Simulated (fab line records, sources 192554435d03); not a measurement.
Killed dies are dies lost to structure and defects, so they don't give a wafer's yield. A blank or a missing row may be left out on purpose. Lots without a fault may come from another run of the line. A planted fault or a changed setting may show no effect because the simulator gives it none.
fab line records | flow n5_finfet
record lots=9 wafers=27 last_day=19
route steps=1938 shown BEOL_M0_CUTY@711 BEOL_M0@733 BEOL_M4@1111 PASSIVATION@1936
lots that met no fault: from a run of the same line without faults
start_h: hours from the record's first day to the start of the lot's first wafer shown | wait_h: hours since the lot's step before | " the same as in the row above | L1.1+2: a row that stands for several wafers | - no value, or no start given | * or withheld: withheld | < > ~ a bound
route shown NAME@n: a module of which the file shows steps, and the number in the route of the first | usual: mean/standard deviation of fault-free wafers | same: alike in all rows | chamber/n: place in a boat | sites: the reading at each site | _std_site: their standard deviation | _edge_site: outer sites' mean less inner sites' | radius_mm: how far each site lies from the wafer's centre | mask NAME#n: copy n | behind: the tool/chamber that last shaped the wafer | hold: why the lot was held/for how many hours/how that ended | device: the transistor (n, p or np) that didn't switch | end of line: the same wafers' tests at the end of the route | a step without rows: its recipe alone | killed: dies lost to structure and defects at the first sort, not the wafer's yield | map: a wafer's dies, x killed, . not, _ none there
set.NAME: the setting as run; set.NAME@STEP: as run at that earlier step | model.NAME: the simulator's own value behind a step, which no gauge read
steps of the route over a sample of lots; a table a step, a row a wafer
services: from which hour (start_h, from the record's first day; less than 0 if before it) a tool's chamber was out of use, for how many hours, and why
## steps
# step N5_BEOL_M0_CUTY_DESCUM_61
# recipe chemistry=O2 time_s=7.9 source_power_w=50 bias_power_w=20 pressure_mtorr=20 rf_frequency_hz=2.712e+07 temp_c=40 resist=CAR-ArF-block o2_flow_sccm=225
# usual drypump_motor_current_A=5.7/0.38 oes_product_au=0.83/0.094 rf_vpp_V=243.2/1.7 showerhead_plenum_p_Torr=2.10/0.097 throttle_valve_pct=20.45/0.25
# columns lot.wafer tool chamber start_h wait_h drypump_motor_current_A oes_product_au rf_hours_counter_h rf_vpp_V showerhead_plenum_p_Torr throttle_valve_pct
L516.2 rie_diel-05 2 124.62 0.0 5.6 0.89 33 244.6 2.24 20.38
L516.3 " 0 " " 5.5 0.80 97 241.0 1.95 20.80
L516.5 " 2 " " 5.6 0.88 - 246.2 2.24 20.41
L517.2 rie_diel-01 3 129.46 0.0 6.5 0.94 13 245.1 2.24 20.66
L517.4 " 0 " " 5.7 0.95 - 241.8 2.04 20.22
L517.6 " 1 " " 5.8 0.92 - 242.7 2.07 20.38
L520.1 rie_diel-03 2 149.65 0.0 5.7 0.70 220 242.9 2.00 20.80
L520.3 " 1 " " 5.5 0.90 38 244.6 2.21 20.41
L520.4 " 2 " " 5.7 0.71 - 241.2 2.00 20.82
L521.2 rie_diel-03 1 155.05 0.2 5.5 0.88 40 245.2 2.21 20.38
L521.4 " 1 " " 5.5 0.89 - 244.2 2.21 20.41
L521.6 " 3 " " 6.4 0.71 - 243.1 2.09 20.33
L522.1 rie_diel-01 2 161.24 0.1 5.1 0.95 8 242.3 2.04 20.02
L522.4 " 0 " " 5.6 0.91 16 241.7 2.03 20.26
L522.6 " 3 " " 6.5 0.90 - 244.8 2.24 20.68
L524.2 rie_diel-01 1 173.09 0.1 5.9 0.88 56 242.8 2.06 20.39
L524.4 " 3 " " 6.5 0.88 30 246.7 2.24 20.69
L524.5 " 3 " " 6.5 0.88 - 242.9 2.24 20.69
L526.2 rie_diel-01 3 188.43 0.0 6.5 0.88 34 246.2 2.23 20.72
L526.4 " 1 " " 5.8 0.87 61 242.8 2.06 20.43
L526.5 " 2 " " 5.1 0.92 - 241.5 2.03 20.02
L531.1 rie_diel-05 2 212.57 0.0 5.6 0.83 66 245.0 2.22 20.46
L531.2 " 1 " " 5.6 0.88 23 242.2 2.04 20.23
L531.4 " 2 " " 5.7 0.83 - 245.5 2.22 20.44
L537.1 rie_diel-01 0 254.16 0.5 5.6 0.86 47 240.4 2.03 20.29
L537.3 " 2 " " 5.1 0.89 31 241.6 2.03 20.05
L537.6 " 0 " " 5.6 0.85 - 242.7 2.02 20.28
# step N5_BEOL_M0_CUTY_ETCH_62
# recipe chemistry=CF4 target=SiARC mask_material=CAR-ArF-block time_s=58.5 ion_energy_ev=80 pressure_mtorr=40 source_w=545 bias_w=36 Ar_flow_sccm=100 cf4_flow_sccm=100 ends=cleared
# usual cf4_flow_sccm=100.03/0.3 drypump_motor_current_A=5.7/0.38 etch_rf_on_time_s=58.3/1.6 oes_product_au=0.71/0.083 rf_vpp_V=184.1/1.4 showerhead_plenum_p_Torr=2.15/0.099 throttle_valve_pct=15.59/0.22
# columns lot.wafer tool chamber start_h wait_h cf4_flow_sccm drypump_motor_current_A etch_rf_on_time_s oes_product_au rf_hours_counter_h rf_vpp_V showerhead_plenum_p_Torr throttle_valve_pct
L516.2 rie_diel-05 2 124.66 0.0 99.89 5.7 59.1 0.75 33 186.9 2.26 15.40
L516.3 " 0 " " 100.31 5.6 58.7 0.69 97 182.9 1.98 15.80
L516.5 " 2 " " 99.94 5.7 59.1 0.75 - 184.8 2.26 15.41
L517.2 rie_diel-01 3 129.49 0.0 99.95 6.5 56.6 0.79 13 186.3 2.30 15.78
L517.4 " 0 " " 100.33 5.7 60.2 0.80 - 183.4 2.10 15.47
L517.6 " 1 " " 100.00 5.8 56.2 0.79 - 183.2 2.10 15.39
L520.1 rie_diel-03 2 149.69 0.0 99.89 5.7 60.0 0.58 220 182.9 2.03 15.86
L520.3 " 1 " " 100.32 5.4 56.9 0.78 38 183.4 2.25 15.48
L520.4 " 2 " " 99.83 5.7 60.5 0.59 - 183.9 2.03 15.86
L521.2 rie_diel-03 1 155.09 0.0 100.06 5.4 56.7 0.77 40 185.0 2.25 15.48
L521.4 " 1 " " 99.94 5.5 57.0 0.77 - 184.6 2.25 15.47
L521.6 " 3 " " 100.78 6.5 57.0 0.63 - 184.6 2.13 15.45
L522.1 rie_diel-01 2 161.27 0.0 99.98 5.1 57.3 0.81 8 183.8 2.10 15.26
L522.4 " 0 " " 100.01 5.6 60.3 0.76 17 184.2 2.10 15.48
L522.6 " 3 " " 100.28 6.4 56.3 0.78 - 184.2 2.29 15.79
L524.2 rie_diel-01 1 173.13 0.0 100.46 5.8 55.5 0.77 56 185.1 2.10 15.41
L524.4 " 3 " " 99.99 6.5 55.7 0.78 30 186.5 2.29 15.80
L524.5 " 3 " " 99.93 6.4 55.6 0.78 - 185.7 2.29 15.81
L526.2 rie_diel-01 3 188.46 0.0 99.97 6.5 56.1 0.76 34 185.8 2.29 15.82
L526.4 " 1 " " 100.36 5.8 56.5 0.76 61 182.9 2.10 15.42
L526.5 " 2 " " 99.75 5.1 57.1 0.79 - 183.2 2.09 15.27
L531.1 rie_diel-05 2 212.61 0.0 99.82 5.6 59.7 0.70 66 185.1 2.25 15.48
L531.2 " 1 " " 100.06 5.6 60.0 0.76 23 183.6 2.11 15.51
L531.4 " 2 " " 99.83 5.6 59.4 0.71 - 184.9 2.25 15.48
L537.1 rie_diel-01 0 254.20 0.0 100.07 5.7 59.6 0.72 47 184.4 2.09 15.54
L537.3 " 2 " " 99.72 5.1 57.1 0.78 31 183.5 2.09 15.28
L537.6 " 0 " " 100.47 5.7 59.9 0.72 - 183.1 2.09 15.55
# step N5_BEOL_M0_CVD_115
# recipe material=Co target_thk_a=* temp_c=withheld precursor=CCTBA/H2 pressure_torr=30 time_s=120
# usual chamber_pressure_Torr=30.00/0.06 run_length_s=143.2/0.46
# columns lot.wafer tool chamber start_h wait_h chamber_pressure_Torr run_length_s
L516.2 cvd_co-02 2 126.49 0.2 29.95 143.0
L516.3 " 0 " " 29.97 142.7
L516.5 " 2 " " 30.01 142.5
L517.2 cvd_co-02 2 133.42 0.2 30.01 142.9
L517.4 " 1 " " 30.07 143.6
L517.6 " 2 " " 30.12 142.4
L520.1 cvd_co-01 0 152.32 0.4 30.01 143.4
L520.3 " 1 " " 29.98 143.2
L520.4 " 1 " " 30.09 143.3
L521.2 cvd_co-01 2 162.18 0.0 30.06 142.9
L521.4 " 1 " " 29.93 143.0
L521.6 " 2 " " 30.06 142.9
L522.1 cvd_co-01 1 165.45 0.1 29.93 143.4
L522.4 " 1 " " 30.03 236.1
L522.6 " 0 " " 29.91 143.9
L524.2 cvd_co-01 0 176.99 0.8 30.00 143.9
L524.4 " 0 " " 30.02 235.7
L524.5 " 0 " " 29.99 144.0
L526.2 cvd_co-02 2 192.75 0.2 30.02 142.4
L526.4 " 2 " " 30.06 142.3
L526.5 " 0 " " 30.07 142.6
L531.1 cvd_co-02 0 214.86 0.3 30.00 143.0
L531.2 " 2 " " 29.90 143.1
L531.4 " 1 " " 30.00 142.9
L537.1 cvd_co-02 1 262.84 0.1 29.89 142.8
L537.3 " 2 " " 29.98 142.8
L537.6 " 0 " " 30.07 142.9
# step N5_BEOL_M0_ANNEAL_117
# recipe temp_c=400 time_s=60 ambient=vacuum
# usual heater_power_w=790/80
# columns lot.wafer tool chamber start_h wait_h heater_power_w
L516.2 pvd_sputter-01 - 126.73 0.0 993
L516.3 " - " " 664
L516.5 " - " " 935
L517.2 pvd_sputter-02 - 133.61 0.0 771
L517.4 " - " " 665
L517.6 " - " " 794
L520.1 pvd_sputter-01 - 153.47 0.0 746
L520.3 " - " " 880
L520.4 " - " " 666
L521.2 pvd_sputter-02 - 162.37 0.0 659
L521.4 " - " " 748
L521.6 " - " " 651
L522.1 pvd_sputter-02 - 165.77 0.0 797
L522.4 " - " " 842
L522.6 " - " " 653
L524.2 pvd_sputter-03 - 177.29 0.0 870
L524.4 " - " " 796
L524.5 " - " " 832
L526.2 pvd_sputter-03 - 193.03 0.0 745
L526.4 " - " " 860
L526.5 " - " " 809
L531.1 pvd_sputter-01 - 216.33 0.0 639
L531.2 " - " " 962
L531.4 " - " " 889
L537.1 pvd_sputter-02 - 263.03 0.0 862
L537.3 " - " " 660
L537.6 " - " " 783
# step N5_BEOL_M4_RC_MEAS_101
# usual DIBL_N=36.1/1.6 DIBL_P=35.8/2 IOFF_N=0.157/0.029 IOFF_P=0.21/0.034 ION_N=677/13 ION_P=465/8.1 SS_N=71.3/0.61 SS_P=73.2/0.65 VT_N=249/3.3 VT_P=-250/3.2
# columns lot.wafer tool chamber start_h wait_h DIBL_N[mV/V] DIBL_P[mV/V] IOFF_N[nA/um] IOFF_P[nA/um] ION_N[uA/um] ION_P[uA/um] SS_N[mV/dec] SS_P[mV/dec] VT_N[mV] VT_P[mV]
L516.2 prober-02 0 211.29 0.2 40.0 39.3 0.244 0.29 701 475 72.2 74.9 244 -246
L516.3 " 0 " " 35.2 33.5 0.147 0.18 679 459 70.7 73.0 249 -251
L516.5 " 0 " " 35.3 33.8 0.142 0.19 672 459 71.1 73.3 251 -251
L517.2 prober-01 0 217.49 0.2 33.4 31.8 0.111 0.16 658 455 70.3 72.7 254 -255
L517.4 " 0 " " 35.9 34.4 0.152 0.20 693 473 70.8 72.9 248 -249
L517.6 " 0 " " 33.6 31.7 0.112 0.16 679 467 70.9 72.5 253 -254
L520.1 prober-01 0 240.27 0.0 34.5 34.7 0.136 0.18 683 459 70.8 73.2 250 -252
L520.3 " 0 " " 35.3 34.3 0.138 0.16 655 444 71.7 73.0 251 -254
L520.4 " 0 " " 35.4 34.9 0.137 0.17 667 452 71.6 72.5 249 -254
L521.2 prober-01 0 243.18 0.2 36.5 36.5 0.151 0.23 683 471 70.4 72.7 249 -248
L521.4 " 0 " " 34.9 34.3 0.124 0.20 667 464 71.1 73.2 254 -251
L521.6 " 0 " " 35.6 35.2 0.141 0.22 663 460 70.9 73.1 252 -249
L522.1 prober-01 0 244.86 0.0 35.7 34.9 0.159 0.24 678 474 70.0 72.7 251 -242
L522.4 " 0 " " 36.1 36.7 0.173 0.28 685 478 70.5 73.2 250 -245
L522.6 " 0 " " 36.9 36.5 0.179 0.27 678 478 71.5 73.3 248 -244
L524.2 prober-02 0 273.75 0.2 34.7 34.5 0.137 0.19 675 467 71.1 72.2 248 -250
L524.4 " 0 " " 35.7 34.6 0.144 0.18 661 455 71.6 72.4 249 -253
L524.5 " 0 " " 36.0 35.6 0.157 0.20 668 453 72.3 72.8 247 -251
L526.2 prober-02 0 275.03 0.2 36.2 37.6 0.172 0.23 702 483 71.0 73.5 249 -249
L526.4 " 0 " " 37.6 39.2 0.200 0.27 708 481 72.1 74.2 245 -250
L526.5 " 0 " " 38.2 39.5 0.204 0.27 692 474 71.3 74.7 245 -249
L531.1 prober-01 0 307.68 0.1 36.0 36.3 0.141 0.21 678 466 71.5 74.2 252 -247
L531.2 " 0 " " 36.1 35.9 0.144 0.22 670 460 71.0 73.0 250 -248
L531.4 " 0 " " 35.5 35.3 0.136 0.21 664 463 71.3 73.2 253 -248
L537.1 prober-02 0 342.88 0.0 37.4 38.5 0.181 0.25 683 464 72.0 73.1 248 -249
L537.3 " 0 " " 37.5 37.4 0.181 0.24 694 476 72.1 73.9 246 -248
L537.6 " 0 " " 36.9 37.8 0.172 0.24 696 480 71.8 73.8 249 -249
# step N5_PASSIVATION_PROBE_49
# usual defect_limited_yield=91.0/1.4 killed_at_M0_to_M3=33/11 killed_at_M4_up=14/5 killed_at_contacts=11/7.3 killed_at_front_end=43/12 killed_at_other=4/3.1 killed_dies=106/17 killed_on_rim=14/3.8 killed_open=69/13 killed_short=34/8.7 sort_bin_5_function=5.2/0.96 sort_bin_6_memory=3.3/0.66 sort_n_pass=1074/17 sort_yield_pct=91.0/1.4
# same gross_dies=1180 killed_at_back_side=0 sort_bin_4_leakage[%]=0 sort_bin_8_speed[%]=0
# columns lot.wafer tool chamber start_h wait_h defect_limited_yield[%] killed_at_M0_to_M3 killed_at_M4_up killed_at_contacts killed_at_front_end killed_at_other killed_dies killed_on_rim killed_open killed_short sort_bin_5_function[%] sort_bin_6_memory[%] sort_n_pass sort_yield_pct[%]
L524.2 prober-02 - 377.75 0.1 88.8 63 10 12 43 4 132 18 86 38 5.7 4.6 1048 88.8
L524.4 prober-02 - 377.85 0.2 87.2 84 9 16 36 6 151 20 91 60 7.3 4.9 1029 87.2
L524.5 prober-02 - 377.90 0.2 88.5 53 15 8 57 3 136 22 99 35 7.2 4.0 1044 88.5
L526.2 prober-01 - 394.34 0.1 90.3 27 11 9 63 5 115 16 67 48 5.2 3.9 1065 90.3
L526.4 prober-01 - 394.44 0.2 90.7 41 10 5 52 2 110 14 74 36 4.9 3.2 1070 90.7
L526.5 prober-01 - 394.49 0.2 89.4 26 20 6 67 6 125 11 79 40 6.0 4.2 1055 89.4
# killed by level:class
L524.2 BEOL_M0_SAQP:geometric_particle:open=17 BEOL_M0_SAQP:geometric_particle:short=17 BEOL_M2:geometric_particle:open=14 MOL_CONTACT_COAG:geometric_particle:open=12 DUMMY_GATE:geometric_particle:open=10 HKMG_FIN:area_etch=7 STI_FIN_REVEAL:geometric_particle:open=6 GATE_CUT:geometric_particle:open=6
L524.4 BEOL_M0_SAQP:geometric_particle:short=32 BEOL_M0_SAQP:geometric_particle:open=28 MOL_CONTACT_COAG:geometric_particle:open=13 STI_FIN_REVEAL:geometric_particle:open=8 DUMMY_GATE:geometric_particle:open=8 BEOL_M2:geometric_particle:open=8 BEOL_M1:geometric_particle:open=5 BEOL_M4:geometric_particle:open=5
L524.5 STI_FIN_REVEAL:geometric_particle:open=28 BEOL_M2:geometric_particle:open=14 BEOL_M0_SAQP:geometric_particle:open=11 BEOL_M0_SAQP:geometric_particle:short=9 STI_FIN_REVEAL:geometric_particle:short=7 DUMMY_GATE:geometric_particle:open=7 MOL_CONTACT_COAG:geometric_particle:open=7 BEOL_M3:geometric_particle:open=7
L526.2 FIN_SAQP:geometric_particle:short=16 STI_FIN_REVEAL:geometric_particle:open=12 GATE_CUT:geometric_particle:short=10 MOL_CONTACT_COAG:geometric_particle:open=9 BEOL_M0_SAQP:geometric_particle:open=9 DUMMY_GATE:geometric_particle:open=7 BEOL_M2:geometric_particle:open=6 BEOL_M0_SAQP:geometric_particle:short=5
L526.4 FIN_SAQP:geometric_particle:open=19 BEOL_M0_SAQP:geometric_particle:open=15 BEOL_M0_SAQP:geometric_particle:short=12 FIN_SAQP:geometric_particle:short=9 BEOL_M3:geometric_particle:open=7 BEOL_M4:geometric_particle:open=6 MOL_CONTACT_COAG:geometric_particle:open=5 STI_FIN_REVEAL:geometric_particle:open=4
L526.5 STI_FIN_REVEAL:geometric_particle:open=20 BEOL_M0_SAQP:geometric_particle:open=9 FIN_SAQP:geometric_particle:open=8 BEOL_M0_SAQP:geometric_particle:short=8 BEOL_M4:geometric_particle:open=8 FIN_SAQP:geometric_particle:short=7 DUMMY_GATE:geometric_particle:open=7 GATE_CUT:geometric_particle:short=7
## services
# columns tool chamber start_h hours kind
rie_diel-01 0 102.87 - clean
rie_diel-01 0 102.87 - consumable_replace:focus_ring
rie_diel-01 0 102.87 18.1 scheduled_down
rie_diel-01 0 102.87 18.1 vent_cycle
cvd_co-01 1 114.67 - clean
cvd_co-01 1 114.67 22.0 scheduled_down
cvd_co-01 1 114.67 22.0 vent_cycle
cvd_co-01 2 115.82 10.5 repair
pvd_sputter-01 - 116.46 0.7 repair
rie_diel-01 2 121.01 - clean
rie_diel-01 2 121.01 - consumable_replace:focus_ring
rie_diel-01 2 121.01 16.8 scheduled_down
rie_diel-01 2 121.01 16.8 vent_cycle
rie_diel-05 1 129.37 - clean
cvd_co-01 - 133.06 2.0 repair
cvd_co-02 1 149.02 8.5 repair
cvd_co-02 - 159.69 17.8 repair
rie_diel-03 2 165.53 5.8 repair
cvd_co-01 - 176.06 0.8 repair
rie_diel-05 0 191.10 10.4 repair
rie_diel-01 2 193.46 18.9 repair
cvd_co-02 1 205.50 7.8 repair
rie_diel-03 2 206.92 7.6 repair
rie_diel-03 - 255.51 15.6 pm
## key
first_sign step=N5_BEOL_M0_CVD_115 reading=run_length_s direction=up sigmas=99+ usual=* struck=*
effect none on later readings
met_at N5_BEOL_M0_CVD_115
struck_lots L522,L524
struck_wafers L522.4,L524.4
not_acting_at N5_BEOL_M0_CUTY_DESCUM_61,N5_BEOL_M0_CUTY_ETCH_62,N5_BEOL_M0_ANNEAL_117
onset_between 162.18 165.45
fault kind=process_parameter_drift tool=cvd_co-01 chamber=- onset_h=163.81 steps=N5_BEOL_M0_CVD_115 channel=time_s offset=* shape=step end_h=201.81 scope=struck_wafers_only acts_in=* stated=*
